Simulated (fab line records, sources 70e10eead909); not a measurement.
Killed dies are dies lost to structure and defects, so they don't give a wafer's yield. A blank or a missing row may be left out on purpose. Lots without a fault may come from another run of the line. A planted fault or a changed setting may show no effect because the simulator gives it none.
fab line records | flow nand_harc
record lots=6 wafers=18 last_day=34
route steps=1302 shown A_CONTACT@1041 END@1302
lots that met no fault: from a run of the same line without faults
start_h: hours from the record's first day to the start of the lot's first wafer shown | wait_h: hours since the lot's step before | " the same as in the row above | L1.1+2: a row that stands for several wafers | - no value, or no start given | * or withheld: withheld | < > ~ a bound
route shown NAME@n: a module of which the file shows steps, and the number in the route of the first | usual: mean/standard deviation of fault-free wafers | same: alike in all rows | chamber/n: place in a boat | sites: the reading at each site | _std_site: their standard deviation | _edge_site: outer sites' mean less inner sites' | radius_mm: how far each site lies from the wafer's centre | mask NAME#n: copy n | behind: the tool/chamber that last shaped the wafer | hold: why the lot was held/for how many hours/how that ended | device: the transistor (n, p or np) that didn't switch | end of line: the same wafers' tests at the end of the route | a step without rows: its recipe alone | killed: dies lost to structure and defects at the first sort, not the wafer's yield | map: a wafer's dies, x killed, . not, _ none there
set.NAME: the setting as run; set.NAME@STEP: as run at that earlier step | model.NAME: the simulator's own value behind a step, which no gauge read
lots at some steps of the route; a table a step, a row a wafer
services: from which hour (start_h, from the record's first day; less than 0 if before it) a tool's chamber was out of use, for how many hours, and why
## steps
# step NHARC_A_CONTACT_INSPECT_71
# usual raw_defect_count=84/38
# columns lot.wafer tool chamber start_h wait_h raw_defect_count
L943.1 defect_inspect-01 - 526.61 0.0 101
L943.4 " - " " 101
L943.6 " - " " 106
L944.2 defect_inspect-02 - 527.84 0.0 33
L944.3 " - " " 15
L944.6 " - " " 12
L953.1 defect_inspect-02 - 650.06 0.0 74
L953.3 " - " " 68
L953.5 " - " " 50
L955.1 defect_inspect-01 - 659.09 0.0 88
L955.2 " - " " 105
L955.3 " - " " 105
L960.1 defect_inspect-01 - 713.34 0.0 105
L960.2 " - " " 91
L960.3 " - " " 127
L962.1 defect_inspect-01 - 749.94 0.0 16
L962.2 " - " " 15
L962.6 " - " " 22
# step NHARC_A_CONTACT_DESCUM_74
# recipe time_s=3 o2_flow_sccm=200 ar_flow_sccm=0 bias_power_w=0 chemistry=O2
# step NHARC_A_CONTACT_ETCH_75
# recipe target_depth_a=390 over_etch_frac=0.3 time_s=65 ion_energy_ev=80 cf4_flow_sccm=150 ar_flow_sccm=0 rf_w=300 bias_w=100 chemistry=CF4
# usual bias_w=100.0/0.31 cf4_flow_sccm=150.0/0.39 drypump_motor_current_A=5.8/0.38 oes_product_au=0.999/0.012 rf_vpp_V=151.3/1.4 showerhead_plenum_p_Torr=1.77/0.085 throttle_valve_pct=13.282/0.0097
# same time_s=65
# columns lot.wafer tool chamber start_h wait_h bias_w cf4_flow_sccm drypump_motor_current_A oes_product_au rf_hours_counter_h rf_vpp_V showerhead_plenum_p_Torr throttle_valve_pct
L943.4 rie_diel-03 0 526.76 0.1 100.4 150.2 6.0 1.000 8 149.5 1.64 13.276
L943.1 " 2 " " 100.4 149.1 6.0 1.004 9 152.1 1.78 13.283
L943.6 " 0 " " 100.2 150.4 6.0 1.005 - 151.0 1.64 13.278
L944.3 rie_diel-09 2 527.98 0.1 99.9 150.0 6.1 1.004 7 149.2 1.75 13.281
L944.2 " 3 " " 100.0 150.6 6.0 1.006 6 153.1 1.91 13.288
L944.6 " 3 " " 100.5 149.9 6.0 1.007 - 152.6 1.91 13.293
L953.3 rie_diel-13 1 653.54 3.4 99.9 150.1 5.3 0.984 39 152.2 1.77 13.287
L953.1 " 3 " " 100.4 149.7 6.4 0.986 44 150.4 1.66 13.283
L953.5 " 0 " " 100.0 149.7 5.0 0.975 - 151.7 1.85 13.293
L955.2 rie_diel-09 2 659.24 0.1 99.7 149.8 6.2 0.998 48 150.5 1.73 13.293
L955.1 " 3 " " 99.7 149.8 6.0 1.020 52 153.2 1.89 13.275
L955.3 " 0 " " 100.0 149.7 4.9 0.995 48 151.3 1.75 13.277
L960.1 rie_diel-13 3 713.62 0.2 100.3 149.5 6.4 0.990 2 150.0 1.66 13.273
L960.2 " 0 " " 100.1 150.0 5.0 1.004 2 150.8 1.84 13.278
L960.3 " 1 " " 100.0 150.1 5.3 1.012 2 152.1 1.77 13.287
L962.2 rie_diel-03 1 750.09 0.1 99.8 149.2 5.8 0.977 18 151.3 1.78 13.289
L962.1 " 3 " " 100.0 150.2 5.7 1.016 19 149.4 1.64 13.276
L962.6 " 1 " " 99.9 149.5 5.8 0.975 - 151.8 1.78 13.300
# step NHARC_A_CONTACT_ETCH_76
# recipe target_depth_a=2600 over_etch_frac=0.3 time_s=475.3 ion_energy_ev=200 n2_flow_sccm=150 h2_flow_sccm=150 ar_flow_sccm=0 rf_w=400 bias_w=150 chemistry=N2/H2
# step NHARC_A_CONTACT_ETCH_77
# recipe target_depth_a=1089 time_s=54.5 cf4_flow_sccm=100 chf3_flow_sccm=30 ar_flow_sccm=0 rf_w=500 bias_w=200 chemistry=CF4/CHF3
# step NHARC_A_CONTACT_ETCH_78
# recipe target_depth_a=53000 over_etch_frac=0.3 time_s=1378 ion_energy_ev=150 o2_flow_sccm=400 cos_flow_sccm=20 ar_flow_sccm=0 rf_w=500 bias_w=300 chemistry=O2/COS
# usual bias_w=300.0/0.8 chamber_pressure_mTorr=20.001/0.02 drypump_motor_current_A=5.8/0.39 oes_product_au=0.999/0.01 rf_vpp_V=314.1/2.5 showerhead_plenum_p_Torr=3.11/0.16 throttle_valve_pct=28.330/0.0096
# same time_s=1378
# columns lot.wafer tool chamber start_h wait_h bias_w chamber_pressure_mTorr drypump_motor_current_A oes_product_au rf_hours_counter_h rf_vpp_V showerhead_plenum_p_Torr throttle_valve_pct
L943.1 rie_diel-03 0 - - 300.2 20.011 6.0 1.001 8 311.3 2.90 28.317
L943.4 " 1 " " 299.6 20.002 5.8 0.996 10 315.5 3.16 28.328
L943.6 " 3 " " 300.6 19.991 5.7 0.999 - 311.7 2.90 28.324
L944.2 rie_diel-09 3 - - 300.8 20.016 6.0 1.012 7 318.8 3.37 28.336
L944.3 " 0 " " 300.0 20.041 4.9 0.989 6 314.8 3.10 28.330
L944.6 " 1 " " 298.7 19.987 5.8 1.007 - 316.2 3.34 28.343
L953.3 rie_diel-13 1 - - 299.4 19.992 5.4 0.982 39 314.2 3.13 28.335
L953.1 " 2 " " 300.4 19.995 5.1 0.989 41 316.1 3.19 28.310
L953.5 " 0 " " 300.1 20.013 5.0 1.001 - 316.8 3.26 28.328
L955.2 rie_diel-09 1 - - 300.2 20.003 5.8 1.020 39 316.9 3.32 28.342
L955.1 " 2 " " 299.8 19.976 6.2 0.993 49 313.4 3.06 28.330
L955.3 " 0 " " 299.1 19.999 5.0 0.990 49 314.1 3.08 28.325
L960.1 rie_diel-13 2 - - 299.9 19.991 5.1 0.998 3 314.8 3.18 28.341
L960.2 " 3 " " 301.0 19.957 6.4 0.993 3 310.2 2.92 28.333
L960.3 " 0 " " 301.3 20.019 5.1 1.002 3 318.0 3.25 28.330
L962.2 rie_diel-03 1 - - 300.1 20.027 5.7 0.977 18 314.8 3.14 28.340
L962.1 " 2 " " 299.5 19.989 6.1 1.009 18 315.1 3.13 28.323
L962.6 " 0 " " 299.6 19.996 6.0 1.001 - 317.3 3.36 28.321
# step NHARC_A_CONTACT_ETCH_124
# recipe source_w=withheld pressure_mtorr=20 bias_v=withheld time_s=140 target_depth_a=7000 ar_flow_sccm=withheld c4f8_flow_sccm=withheld o2_flow_sccm=withheld chemistry=C4F8/O2/Ar
# step NHARC_A_CONTACT_ETCH_125
# recipe source_w=withheld pressure_mtorr=20 bias_v=3000 time_s=197 target_depth_a=19180 ar_flow_sccm=withheld c4f8_flow_sccm=withheld o2_flow_sccm=withheld chemistry=C4F8/O2/Ar
# step NHARC_A_CONTACT_ETCH_126
# recipe source_w=withheld pressure_mtorr=20 bias_v=3000 time_s=197 target_depth_a=19180 ar_flow_sccm=withheld c4f8_flow_sccm=withheld o2_flow_sccm=withheld chemistry=C4F8/O2/Ar
# step NHARC_A_CONTACT_ETCH_127
# recipe source_w=withheld pressure_mtorr=20 bias_v=3000 time_s=197 target_depth_a=19180 ar_flow_sccm=withheld c4f8_flow_sccm=withheld o2_flow_sccm=withheld chemistry=C4F8/O2/Ar
# usual chamber_pressure_mTorr=20.001/0.019 oes_air_line_au=1.000/0.021
# same time_s=197
# columns lot.wafer tool chamber start_h wait_h chamber_pressure_mTorr oes_air_line_au rf_hours_counter_h
L943.1 har_cap_etch-02 0 528.78 0.1 19.994 0.993 89
L943.4 " 0 " " 20.013 0.985 -
L943.6 " 1 " " 20.010 1.002 -
L944.2 har_cap_etch-03 0 530.05 0.1 20.015 0.998 45
L944.3 " 0 " " 20.023 0.971 -
L944.6 " 0 " " 19.983 0.987 -
L953.1 har_cap_etch-02 0 655.57 0.1 19.966 0.990 111
L953.3 " 0 " " 19.959 0.982 -
L953.5 " 0 " " 19.982 0.996 -
L955.2 har_cap_etch-02 1 661.33 0.1 20.025 1.015 113
L955.1 " 0 " " 20.012 1.008 113
L955.3 " 0 " " 20.020 0.978 -
L960.1 har_cap_etch-03 0 715.88 0.1 19.989 0.987 75
L960.2 " 1 " " 20.007 1.010 75
L960.3 " 1 " " 19.986 1.021 -
L962.1 har_cap_etch-01 0 752.10 0.1 19.987 1.020 39
L962.2 " 1 " " 20.012 1.018 39
L962.6 " 1 " " 19.993 1.027 -
# step NHARC_A_CONTACT_ETCH_128
# recipe source_w=withheld pressure_mtorr=20 bias_v=3000 time_s=197 target_depth_a=19180 ar_flow_sccm=withheld c4f8_flow_sccm=withheld o2_flow_sccm=withheld chemistry=C4F8/O2/Ar
# usual chamber_pressure_mTorr=20.001/0.018 oes_air_line_au=0.997/0.024
# same time_s=197
# columns lot.wafer tool chamber start_h wait_h chamber_pressure_mTorr oes_air_line_au rf_hours_counter_h
L943.1 har_cap_etch-02 0 528.95 0.1 20.036 1.000 90
L943.4 " 0 " " 20.001 0.994 -
L943.6 " 1 " " 20.028 1.007 -
L944.2 har_cap_etch-03 0 530.22 0.1 19.995 1.005 45
L944.3 " 0 " " 19.985 0.958 -
L944.6 " 0 " " 20.023 0.975 -
L953.1 har_cap_etch-02 0 655.75 0.1 20.038 1.011 111
L953.3 " 0 " " 20.023 1.030 -
L953.5 " 0 " " 20.003 0.990 -
L955.2 har_cap_etch-02 1 661.51 0.1 19.983 0.970 113
L955.1 " 0 " " 20.015 1.057 113
L955.3 " 0 " " 19.958 1.005 -
L960.1 har_cap_etch-03 0 716.05 0.1 19.999 0.977 76
L960.2 " 1 " " 20.008 1.015 76
L960.3 " 1 " " 20.003 0.971 -
L962.1 har_cap_etch-01 0 752.27 0.1 19.986 1.008 39
L962.2 " 1 " " 20.000 0.974 39
L962.6 " 1 " " 20.035 0.960 -
# step NHARC_A_CONTACT_ETCH_129
# recipe source_w=withheld pressure_mtorr=20 bias_v=3000 time_s=197 target_depth_a=19180 ar_flow_sccm=withheld c4f8_flow_sccm=withheld o2_flow_sccm=withheld chemistry=C4F8/O2/Ar
# usual chamber_pressure_mTorr=20.001/0.018 oes_air_line_au=1.000/0.022
# same time_s=197
# columns lot.wafer tool chamber start_h wait_h chamber_pressure_mTorr oes_air_line_au rf_hours_counter_h
L943.1 har_cap_etch-02 0 529.13 0.1 20.009 0.991 90
L943.4 " 0 " " 19.972 0.992 -
L943.6 " 1 " " 19.977 1.009 -
L944.2 har_cap_etch-03 0 530.40 0.1 20.002 0.975 46
L944.3 " 0 " " 19.997 1.003 -
L944.6 " 0 " " 20.005 1.007 -
L953.1 har_cap_etch-02 0 655.92 0.1 19.962 1.005 111
L953.3 " 0 " " 19.964 0.993 -
L953.5 " 0 " " 19.996 1.052 -
L955.2 har_cap_etch-02 1 661.69 0.1 19.985 1.029 113
L955.1 " 0 " " 20.012 0.985 113
L955.3 " 0 " " 19.998 0.993 -
L960.1 har_cap_etch-03 0 716.23 0.1 20.022 0.988 76
L960.2 " 1 " " 19.985 1.050 76
L960.3 " 1 " " 19.993 1.036 -
L962.1 har_cap_etch-01 0 752.45 0.1 20.007 0.996 39
L962.2 " 1 " " 19.999 1.004 39
L962.6 " 1 " " 20.030 1.025 -
# step NHARC_A_CONTACT_ETCH_130
# recipe source_w=withheld pressure_mtorr=20 bias_v=3000 time_s=197 target_depth_a=19180 ar_flow_sccm=withheld c4f8_flow_sccm=withheld o2_flow_sccm=withheld chemistry=C4F8/O2/Ar
# usual chamber_pressure_mTorr=20.001/0.017 oes_air_line_au=0.997/0.02 time_s=197/0
# columns lot.wafer tool chamber start_h wait_h chamber_pressure_mTorr oes_air_line_au rf_hours_counter_h time_s
L943.1 har_cap_etch-02 0 529.31 0.1 20.006 1.001 90 197
L943.4 " 0 " " 20.013 0.985 - 197
L943.6 " 1 " " 19.985 1.006 - 197
L944.2 har_cap_etch-03 0 530.58 0.1 19.988 0.994 46 197
L944.3 " 0 " " 19.997 0.996 - 197
L944.6 " 0 " " 20.021 0.985 - 197
L953.1 har_cap_etch-02 0 656.10 0.1 - - - -
L953.3 " 0 " " - - - -
L953.5 " 0 " " - - - -
L955.2 har_cap_etch-02 1 661.86 0.1 - - - -
L955.1 " 0 " " - - - -
L955.3 " 0 " " - - - -
L960.1 har_cap_etch-03 0 716.40 0.1 20.017 1.015 76 197
L960.2 " 1 " " 19.994 1.026 76 197
L960.3 " 1 " " 19.995 1.016 - 197
L962.1 har_cap_etch-01 0 752.63 0.1 20.015 1.024 39 197
L962.2 " 1 " " 20.028 1.001 39 197
L962.6 " 1 " " 19.990 1.011 - 197
# step NHARC_A_CONTACT_ETCH_131
# recipe source_w=withheld pressure_mtorr=20 bias_v=3000 time_s=197 target_depth_a=19180 ar_flow_sccm=withheld c4f8_flow_sccm=withheld o2_flow_sccm=withheld chemistry=C4F8/O2/Ar
# step NHARC_END_SORT_01
# recipe temp_c=25
# usual killed_at_array=51/18 killed_at_other=1.0/1.2 killed_at_periphery=3.7/2.9 killed_dies=55/19 killed_open=3.5/1.9 killed_short=2.6/1.6
# same gross_dies=677
# columns lot.wafer tool chamber start_h wait_h killed_at_array killed_at_other killed_at_periphery killed_dies killed_open killed_short
L953.1 prober-01 0 716.53 2.5 668 3 6 677 3 4
L953.3 prober-01 0 718.18 3.1 664 3 10 677 2 4
L953.5 prober-01 0 719.82 3.8 664 4 9 677 1 0
L955.1 prober-02 0 719.72 2.5 673 0 4 677 1 2
L955.2 prober-02 0 720.51 2.8 668 0 9 677 3 0
L955.3 prober-02 0 721.29 3.1 668 0 9 677 1 1
# killed by level:class
L953.1 A_CONTACT:area_etch=598 A_CHANNEL_HOLE_D1:chamber_film_flake=35 A_CONTACT:chamber_film_flake=11 P_GATE:chamber_film_flake=5 A_STAIRCASE:chamber_film_flake=5 A_CHANNEL_FILL_D1:chamber_film_flake=4 A_DECK1_JOINT:chamber_film_flake=4 THIN_TSV:chamber_film_flake=3
L953.3 A_CONTACT:area_etch=609 A_CHANNEL_HOLE_D1:chamber_film_flake=31 P_GATE:chamber_film_flake=9 A_STAIRCASE:chamber_film_flake=5 A_WL_FILL:chamber_film_flake=4 A_CONTACT:chamber_film_flake=4 A_CHANNEL_FILL_D1:chamber_film_flake=3 A_SLIT:chamber_film_flake=2
L955.1 A_CONTACT:area_etch=614 A_CHANNEL_HOLE_D1:chamber_film_flake=35 A_CONTACT:chamber_film_flake=8 A_CHANNEL_HOLE_D2:chamber_film_flake=8 A_SLIT:chamber_film_flake=4 A_STAIRCASE:chamber_film_flake=2 P_M0:geometric_particle:short=1 A_DECK1_JOINT:geometric_particle:short=1
L953.5 A_CONTACT:area_etch=626 A_CHANNEL_HOLE_D1:chamber_film_flake=21 A_CONTACT:chamber_film_flake=9 P_GATE:chamber_film_flake=6 THIN_TSV:chamber_film_flake=4 A_SLIT:chamber_film_flake=3 P_ZERO_WELL:chamber_film_flake=2 A_STAIRCASE:chamber_film_flake=2
L955.2 A_CONTACT:area_etch=598 A_CHANNEL_HOLE_D1:chamber_film_flake=34 A_CHANNEL_HOLE_D2:chamber_film_flake=22 P_ZERO_WELL:chamber_film_flake=4 A_SLIT:chamber_film_flake=4 A_CONTACT:chamber_film_flake=4 A_WL_FILL:chamber_film_flake=3 P_CONTACT:chamber_film_flake=2
L955.3 A_CONTACT:area_etch=613 A_CHANNEL_HOLE_D1:chamber_film_flake=35 P_CONTACT:chamber_film_flake=6 A_CHANNEL_HOLE_D2:chamber_film_flake=6 A_DECK1_JOINT:chamber_film_flake=3 A_SLIT:chamber_film_flake=3 P_BONDPAD:chamber_film_flake=2 A_CHANNEL_FILL_D2:chamber_film_flake=2
# map L953.1 (x killed, . not)
____________x____________
_________xxxxxxx_________
_______xxxxxxxxxxx_______
______xxxxxxxxxxxxx______
_____xxxxxxxxxxxxxxx_____
____xxxxxxxxxxxxxxxxx____
____xxxxxxxxxxxxxxxxx____
___xxxxxxxxxxxxxxxxxxx___
___xxxxxxxxxxxxxxxxxxx___
__xxxxxxxxxxxxxxxxxxxxx__
__xxxxxxxxxxxxxxxxxxxxx__
_xxxxxxxxxxxxxxxxxxxxxxx_
_xxxxxxxxxxxxxxxxxxxxxxx_
_xxxxxxxxxxxxxxxxxxxxxxx_
_xxxxxxxxxxxxxxxxxxxxxxx_
_xxxxxxxxxxxxxxxxxxxxxxx_
xxxxxxxxxxxxxxxxxxxxxxxxx
xxxxxxxxxxxxxxxxxxxxxxxxx
xxxxxxxxxxxxxxxxxxxxxxxxx
xxxxxxxxxxxxxxxxxxxxxxxxx
xxxxxxxxxxxxxxxxxxxxxxxxx
_xxxxxxxxxxxxxxxxxxxxxxx_
_xxxxxxxxxxxxxxxxxxxxxxx_
_xxxxxxxxxxxxxxxxxxxxxxx_
_xxxxxxxxxxxxxxxxxxxxxxx_
_xxxxxxxxxxxxxxxxxxxxxxx_
__xxxxxxxxxxxxxxxxxxxxx__
__xxxxxxxxxxxxxxxxxxxxx__
___xxxxxxxxxxxxxxxxxxx___
___xxxxxxxxxxxxxxxxxxx___
____xxxxxxxxxxxxxxxxx____
____xxxxxxxxxxxxxxxxx____
_____xxxxxxxxxxxxxxx_____
______xxxxxxxxxxxxx______
_______xxxxxxxxxxx_______
_________xxxxxxx_________
____________x____________
# map L955.1 (x killed, . not)
____________x____________
_________xxxxxxx_________
_______xxxxxxxxxxx_______
______xxxxxxxxxxxxx______
_____xxxxxxxxxxxxxxx_____
____xxxxxxxxxxxxxxxxx____
____xxxxxxxxxxxxxxxxx____
___xxxxxxxxxxxxxxxxxxx___
___xxxxxxxxxxxxxxxxxxx___
__xxxxxxxxxxxxxxxxxxxxx__
__xxxxxxxxxxxxxxxxxxxxx__
_xxxxxxxxxxxxxxxxxxxxxxx_
_xxxxxxxxxxxxxxxxxxxxxxx_
_xxxxxxxxxxxxxxxxxxxxxxx_
_xxxxxxxxxxxxxxxxxxxxxxx_
_xxxxxxxxxxxxxxxxxxxxxxx_
xxxxxxxxxxxxxxxxxxxxxxxxx
xxxxxxxxxxxxxxxxxxxxxxxxx
xxxxxxxxxxxxxxxxxxxxxxxxx
xxxxxxxxxxxxxxxxxxxxxxxxx
xxxxxxxxxxxxxxxxxxxxxxxxx
_xxxxxxxxxxxxxxxxxxxxxxx_
_xxxxxxxxxxxxxxxxxxxxxxx_
_xxxxxxxxxxxxxxxxxxxxxxx_
_xxxxxxxxxxxxxxxxxxxxxxx_
_xxxxxxxxxxxxxxxxxxxxxxx_
__xxxxxxxxxxxxxxxxxxxxx__
__xxxxxxxxxxxxxxxxxxxxx__
___xxxxxxxxxxxxxxxxxxx___
___xxxxxxxxxxxxxxxxxxx___
____xxxxxxxxxxxxxxxxx____
____xxxxxxxxxxxxxxxxx____
_____xxxxxxxxxxxxxxx_____
______xxxxxxxxxxxxx______
_______xxxxxxxxxxx_______
_________xxxxxxx_________
____________x____________
## services
# columns tool chamber start_h hours kind
rie_diel-13 0 502.80 - clean
rie_diel-13 1 502.80 - clean
rie_diel-13 2 502.80 - clean
rie_diel-13 3 502.80 - clean
rie_diel-09 0 506.23 - clean
rie_diel-09 1 506.23 - clean
rie_diel-09 2 506.23 - clean
rie_diel-09 3 506.23 - clean
rie_diel-09 3 506.23 - consumable_replace:showerhead
har_cap_etch-01 0 514.00 - clean
har_cap_etch-01 1 514.00 - clean
rie_diel-13 1 534.71 5.6 repair
rie_diel-09 1 614.05 21.8 repair
rie_diel-03 - 635.49 9.0 pm
rie_diel-09 2 636.53 4.5 repair
rie_diel-09 3 667.97 27.0 repair
rie_diel-09 - 674.23 9.0 pm
rie_diel-09 - 690.00 1.5 repair
rie_diel-13 - 697.55 9.0 pm
har_cap_etch-02 - 704.55 3.0 repair
rie_diel-03 1 709.16 9.5 repair
rie_diel-13 0 716.02 8.3 repair
rie_diel-03 2 719.35 2.9 repair
rie_diel-09 1 722.39 2.7 repair
## key
first_sign step=NHARC_A_CONTACT_ETCH_130 reading=tool_record direction=missing
effect step=NHARC_END_SORT_01 reading=killed_at_array direction=up sigmas=34 usual=51 struck=668
more_kills_born_at NHARC_A_CONTACT_ETCH_130@har_cap_etch-02=3658
met_at NHARC_A_CONTACT_ETCH_130
struck_wafers L953.1,L953.3,L953.5,L955.1,L955.2,L955.3
later_rows_left_out L953.1,L953.3,L953.5,L955.1,L955.2,L955.3
tester_left_out L953,L955
onset_between 529.31 656.10
fault kind=skipped_step_whole tool=har_cap_etch-02 chamber=- onset_h=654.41 steps=NHARC_A_CONTACT_ETCH_130 scope=struck_lots_only
# tester_left_out: of these lots the tester's yield and bins aren't shown, on N5 and GAA mostly nor the transistor test; their killed dies are dies lost to structure and defects alone, not to doping, threshold or leakage, so they don't give the yield
# later_rows_left_out: the simulator's readings of these wafers behind a module that went badly wrong aren't trusted and aren't shown, but for the sort
